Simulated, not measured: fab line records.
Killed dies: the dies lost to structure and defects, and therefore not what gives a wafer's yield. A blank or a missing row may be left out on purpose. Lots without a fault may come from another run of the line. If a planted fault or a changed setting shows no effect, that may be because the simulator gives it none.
Split-lot study / flow n5-finfet / 21 wafers read from 7 lots, route of 1938 steps

SPLIT DETAILS
At N5_BEOL_M13_ILD_DEP_00 (deposits SiOC from DEMS/O2, target thk 837.92 nm, time 166.4 s), the setting time-s was moved away from the recipe's 166.4 s on 7 of the 21 wafers read, by -13.6% to +11.7%. All remaining wafers had this setting at the recipe value.

No step appears in the file between the split and the reading.

THE READING
M13_ILD_THK at N5_BEOL_M13_THK_MEAS_01, in nm. Fault-free wafers of this fab line usually give 835 nm, standard deviation 11 nm.

wafer=L076.1; tool, chamber at the split=pecvd-01, 1; time-s as run, s=175.1; against the recipe=+5.2%; M13_ILD_THK, nm=879; against lot-mates on the recipe=+49
wafer=L076.3; tool, chamber at the split=pecvd-01, 2; time-s as run, s=166.4; against the recipe=recipe; M13_ILD_THK, nm=830; against lot-mates on the recipe=-
wafer=L076.5; tool, chamber at the split=pecvd-01, 1; time-s as run, s=175.1; against the recipe=+5.2%; M13_ILD_THK, nm=891; against lot-mates on the recipe=+61
wafer=L080.1; tool, chamber at the split=pecvd-02, 2; time-s as run, s=166.4; against the recipe=recipe; M13_ILD_THK, nm=835; against lot-mates on the recipe=-
wafer=L080.2; tool, chamber at the split=pecvd-02, 1; time-s as run, s=166.4; against the recipe=recipe; M13_ILD_THK, nm=813; against lot-mates on the recipe=-
wafer=L080.3; tool, chamber at the split=pecvd-02, 0; time-s as run, s=166.4; against the recipe=recipe; M13_ILD_THK, nm=832; against lot-mates on the recipe=-
wafer=L081.2; tool, chamber at the split=pecvd-01, 1; time-s as run, s=185.9; against the recipe=+11.7%; M13_ILD_THK, nm=940; against lot-mates on the recipe=+92
wafer=L081.3; tool, chamber at the split=pecvd-01, 0; time-s as run, s=166.4; against the recipe=recipe; M13_ILD_THK, nm=840; against lot-mates on the recipe=-
wafer=L081.5; tool, chamber at the split=pecvd-01, 1; time-s as run, s=166.4; against the recipe=recipe; M13_ILD_THK, nm=856; against lot-mates on the recipe=-
wafer=L089.1; tool, chamber at the split=pecvd-03, 0; time-s as run, s=166.4; against the recipe=recipe; M13_ILD_THK, nm=840; against lot-mates on the recipe=-
wafer=L089.2; tool, chamber at the split=pecvd-03, 1; time-s as run, s=166.4; against the recipe=recipe; M13_ILD_THK, nm=825; against lot-mates on the recipe=-
wafer=L089.4; tool, chamber at the split=pecvd-03, 0; time-s as run, s=166.4; against the recipe=recipe; M13_ILD_THK, nm=851; against lot-mates on the recipe=-
wafer=L088.3; tool, chamber at the split=pecvd-02, 2; time-s as run, s=166.4; against the recipe=recipe; M13_ILD_THK, nm=836; against lot-mates on the recipe=-
wafer=L088.4; tool, chamber at the split=pecvd-02, 2; time-s as run, s=166.4; against the recipe=recipe; M13_ILD_THK, nm=850; against lot-mates on the recipe=-
wafer=L088.5; tool, chamber at the split=pecvd-02, 1; time-s as run, s=166.4; against the recipe=recipe; M13_ILD_THK, nm=839; against lot-mates on the recipe=-
wafer=L097.1; tool, chamber at the split=pecvd-03, 2; time-s as run, s=166.4; against the recipe=recipe; M13_ILD_THK, nm=822; against lot-mates on the recipe=-
wafer=L097.2; tool, chamber at the split=pecvd-03, 0; time-s as run, s=145.9; against the recipe=-12.3%; M13_ILD_THK, nm=718; against lot-mates on the recipe=-104
wafer=L097.4; tool, chamber at the split=pecvd-03, 1; time-s as run, s=145.9; against the recipe=-12.3%; M13_ILD_THK, nm=724; against lot-mates on the recipe=-98
wafer=L095.2; tool, chamber at the split=pecvd-02, 1; time-s as run, s=143.8; against the recipe=-13.6%; M13_ILD_THK, nm=707; against lot-mates on the recipe=-130
wafer=L095.4; tool, chamber at the split=pecvd-02, 1; time-s as run, s=143.8; against the recipe=-13.6%; M13_ILD_THK, nm=711; against lot-mates on the recipe=-126
wafer=L095.5; tool, chamber at the split=pecvd-02, 2; time-s as run, s=166.4; against the recipe=recipe; M13_ILD_THK, nm=837; against lot-mates on the recipe=-

THE FIT
A straight line over all 21 wafers: M13_ILD_THK changes by +9.26 nm for each +1% of time-s; r = +0.99; the points scatter about the line by 10 nm.
The same after taking each lot's own level away (the mean of its wafers on the recipe; 21 wafers): +8.82 nm for each +1%; r = +0.99; scatter 8.9 nm.
That fit puts the effect of the largest move of time-s on the reading at 1.2e+02 nm.
From 822.0 to 848.0 nm: that is the span of the lots' own levels, equal to 2.4 times the standard deviation above.
Consequently the slope shifts little with the lot-to-lot level, the two slopes agreeing.
Check: -116 nm against its lot-mates is what the line predicts for one of the wafers moved furthest among these (-13.6%) when that wafer is left out of the fit. Against them it came out at -130 nm.

OTHER SPLITS ON THESE WAFERS
These wafers also went through other splits before the reading. Each is held against what the fit with the lots' levels taken away leaves over:
other split on the same wafers=N5_BEOL_M10_EXPOSE_25 dose-mj; wafers away from the commonest value=3; r with M13_ILD_THK (lot level and that fit taken away)=-0.11
other split on the same wafers=N5_BEOL_M10_VIA_ETCH_34 source-w; wafers away from the commonest value=8; r with M13_ILD_THK (lot level and that fit taken away)=+0.34
other split on the same wafers=N5_BEOL_M11_ETCH_66 time-s; wafers away from the commonest value=7; r with M13_ILD_THK (lot level and that fit taken away)=+0.35
other split on the same wafers=N5_BEOL_M11_TRENCH_ETCH_37 bias-w; wafers away from the commonest value=4; r with M13_ILD_THK (lot level and that fit taken away)=+0.35

THE WHOLE CHAIN: every reading that the file lists as answering this split, in the file's order
step=N5_BEOL_M13_ILD_DEP_00; what it does=deposits SiOC from DEMS/O2, target thk 837.92 nm, time 166.4 s; reading=SiOC_of_BEOL_M13_ILD_DEP_00.thk-nm (the simulator's own value, which no gauge read); change (the file's fit)=+8.64 nm for each +1% of the setting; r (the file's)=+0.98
step=N5_BEOL_M13_THK_MEAS_01; what it does=; reading=M13_ILD_THK; change (the file's fit)=+8.66 for each +1% of the setting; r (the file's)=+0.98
step=N5_BEOL_M13_VIA_ETCH_16; what it does=etches SiOC in C4F8/O2/Ar, target depth 921.7 nm; reading=etch.depth-nm (the simulator's own value, which no gauge read); change (the file's fit)=+8.64 nm for each +1% of the setting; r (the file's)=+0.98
step=N5_BEOL_M13_VIA_ETCH_16; what it does=etches SiOC in C4F8/O2/Ar, target depth 921.7 nm; reading=coat_of_BEOL_M13_COAT_04.thk-nm (the simulator's own value, which no gauge read); change (the file's fit)=-2.56 nm for each +1% of the setting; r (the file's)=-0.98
step=N5_BEOL_M13_STRIP_63; what it does=strips in N2/H2; reading=strip-time-to-endpoint-s; change (the file's fit)=withheld for each +1% of the setting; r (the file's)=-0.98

THE FILE'S OWN FIT
M13_ILD_THK changes by +8.66 nm for each +1% of time-s, r = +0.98.
